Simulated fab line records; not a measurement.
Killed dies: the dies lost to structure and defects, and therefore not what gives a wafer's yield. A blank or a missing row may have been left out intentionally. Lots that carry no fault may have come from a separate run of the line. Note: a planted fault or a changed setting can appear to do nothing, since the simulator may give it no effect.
Which tool is to blame? :: flow n5 finfet :: Sampling: 9 lots, 27 wafers, 6 of 1938 route steps

## WHAT THE GAUGES SHOWED, per wafer
N5_BEOL_M4_RC_MEAS_101.
lot: L668
measured: day 7 17:26
on: prober-02
DIBL_N (mV/V): 39.2 33.8 36.4

lot: L683
measured: day 11 10:58
on: prober-02
DIBL_N (mV/V): 39.1 34.5 38.9

lot: L684
measured: day 12 15:23
on: prober-01
DIBL_N (mV/V): 38.5 34.5 37.0

lot: L685
measured: day 12 07:19
on: prober-02
DIBL_N (mV/V): 37.8 38.4 37.0

lot: L689
measured: day 13 12:19
on: prober-02
DIBL_N (mV/V): 35.4 37.1 35.8

lot: L690
measured: day 13 16:30
on: prober-01
DIBL_N (mV/V): 36.7 37.6 35.3

lot: L691
measured: day 14 01:40
on: prober-01
DIBL_N (mV/V): 36.2 37.2 38.3

## WHAT TOOL EACH LOT RAN ON (gives the tool, then ch and the chambers of the sampled wafers, and finally the start)
lot: L668
N5_MOL_CONTACT_COAG_ETCH_106: rie diel-05 ch 0,2,3, day 4 23:49
N5_MOL_CONTACT_COAG_ETCH_110: rie diel-05 ch 0,2,3, day 5 00:01
N5_MOL_CONTACT_COAG_SPUTTER_143: pvd sputter-01, day 5 01:43
N5_MOL_CONTACT_COAG_CMP_28: cmp-04 ch 0,2,3, day 5 07:38
N5_MOL_CONTACT_COAG_ETCH_48: rie diel-04 ch 2,3, day 5 10:50

lot: L676
N5_MOL_CONTACT_COAG_ETCH_106: rie diel-02 ch 0,3, day 6 18:32
N5_MOL_CONTACT_COAG_ETCH_110: rie diel-02 ch 0,3, day 6 18:43
N5_MOL_CONTACT_COAG_SPUTTER_143: pvd sputter-03, day 6 21:31
N5_MOL_CONTACT_COAG_CMP_28: cmp-03 ch 0,2,3, day 7 02:47
N5_MOL_CONTACT_COAG_ETCH_48: rie diel-05 ch 1,2,3, day 7 07:20

lot: L677
N5_MOL_CONTACT_COAG_ETCH_106: rie diel-02 ch 0,2, day 7 02:36
N5_MOL_CONTACT_COAG_ETCH_110: rie diel-02 ch 0,2, day 7 02:48
N5_MOL_CONTACT_COAG_SPUTTER_143: pvd sputter-03, day 7 05:18
N5_MOL_CONTACT_COAG_CMP_28: cmp-02 ch 0,2, day 7 11:20
N5_MOL_CONTACT_COAG_ETCH_48: rie diel-05 ch 1,2,3, day 7 15:02

lot: L683
N5_MOL_CONTACT_COAG_ETCH_106: rie diel-05 ch 0,2,3, day 8 09:48
N5_MOL_CONTACT_COAG_ETCH_110: rie diel-05 ch 0,2,3, day 8 09:59
N5_MOL_CONTACT_COAG_SPUTTER_143: pvd sputter-03, day 8 12:34
N5_MOL_CONTACT_COAG_CMP_28: cmp-02 ch 1,2,3, day 8 18:47
N5_MOL_CONTACT_COAG_ETCH_48: rie diel-02 ch 0,1,3, day 8 22:11

lot: L684
N5_MOL_CONTACT_COAG_ETCH_106: rie diel-04 ch 0,3, day 8 15:03
N5_MOL_CONTACT_COAG_ETCH_110: rie diel-04 ch 0,3, day 8 15:15
N5_MOL_CONTACT_COAG_SPUTTER_143: pvd sputter-02, day 8 18:52
N5_MOL_CONTACT_COAG_CMP_28: cmp-02 ch 1,2, day 9 01:41
N5_MOL_CONTACT_COAG_ETCH_48: rie diel-05 ch 0,1, day 9 05:22

lot: L685
N5_MOL_CONTACT_COAG_ETCH_106: rie diel-04 ch 0,2, day 8 21:58
N5_MOL_CONTACT_COAG_ETCH_110: rie diel-04 ch 0,2, day 8 22:10
N5_MOL_CONTACT_COAG_SPUTTER_143: pvd sputter-01, day 9 00:01
N5_MOL_CONTACT_COAG_CMP_28: cmp-02 ch 1,2, day 9 04:26
N5_MOL_CONTACT_COAG_ETCH_48: rie diel-05 ch 1,2,3, day 9 08:09

lot: L689
N5_MOL_CONTACT_COAG_ETCH_106: rie diel-04 ch 0,2, day 10 04:48
N5_MOL_CONTACT_COAG_ETCH_110: rie diel-04 ch 0,2, day 10 05:00
N5_MOL_CONTACT_COAG_SPUTTER_143: pvd sputter-03, day 10 08:33
N5_MOL_CONTACT_COAG_CMP_28: cmp-04 ch 1,2, day 10 13:01
N5_MOL_CONTACT_COAG_ETCH_48: rie diel-05 ch 0,1, day 10 18:16

lot: L690
N5_MOL_CONTACT_COAG_ETCH_106: rie diel-05 ch 1,3, day 10 09:23
N5_MOL_CONTACT_COAG_ETCH_110: rie diel-05 ch 1,3, day 10 09:35
N5_MOL_CONTACT_COAG_SPUTTER_143: pvd sputter-02, day 10 11:17
N5_MOL_CONTACT_COAG_CMP_28: cmp-03 ch 0,2,3, day 10 17:25
N5_MOL_CONTACT_COAG_ETCH_48: rie diel-05 ch 0,1,3, day 10 21:44

lot: L691
N5_MOL_CONTACT_COAG_ETCH_106: rie diel-02 ch 0,1,3, day 10 10:16
N5_MOL_CONTACT_COAG_ETCH_110: rie diel-02 ch 0,1,3, day 10 10:28
N5_MOL_CONTACT_COAG_SPUTTER_143: pvd sputter-03, day 10 12:10
N5_MOL_CONTACT_COAG_CMP_28: cmp-03 ch 1,2,3, day 10 18:03
N5_MOL_CONTACT_COAG_ETCH_48: rie diel-02 ch 0,1,2, day 10 22:14
- N5_MOL_CONTACT_COAG_ETCH_106: etches SOC in N2/H2, target depth 80 nm, overetch 16 nm, time 120 s.
- N5_MOL_CONTACT_COAG_ETCH_110: etches Si in CF4/O2, target depth 2.5 nm, time 8 s.
- N5_MOL_CONTACT_COAG_SPUTTER_143: material Co, target thk 2.5 nm.
- N5_MOL_CONTACT_COAG_CMP_28: polishes, stops on SiNx, t overpolish 0.85 s, target thk 14.522 nm.
- N5_MOL_CONTACT_COAG_ETCH_48: etches SiOC in C4F6/O2, target depth 15 nm, overetch 4.5 nm, time 17 s.

## THE ANSWER, worked out from the rows above alone
Rule: the usual values come from the lots themselves. The widest of any qualifying gaps counts: lots, ordered by their means at a reading, are off when they make up no more than a third of the lots, leave a main group of 4 or more, and stand apart from it by 3 or more times the standard deviation of that group's means. If all means in a main group match to the digits the tables above print for the reading, that group is not used. Also off: a lot with no number at a reading for which 4 or more lots have one. The other lots that the step has rows for count as sound.
None of the lots is off at any reading shown; this tells nothing.

## WHAT HAD BEEN PUT IN BY THE SIMULATOR
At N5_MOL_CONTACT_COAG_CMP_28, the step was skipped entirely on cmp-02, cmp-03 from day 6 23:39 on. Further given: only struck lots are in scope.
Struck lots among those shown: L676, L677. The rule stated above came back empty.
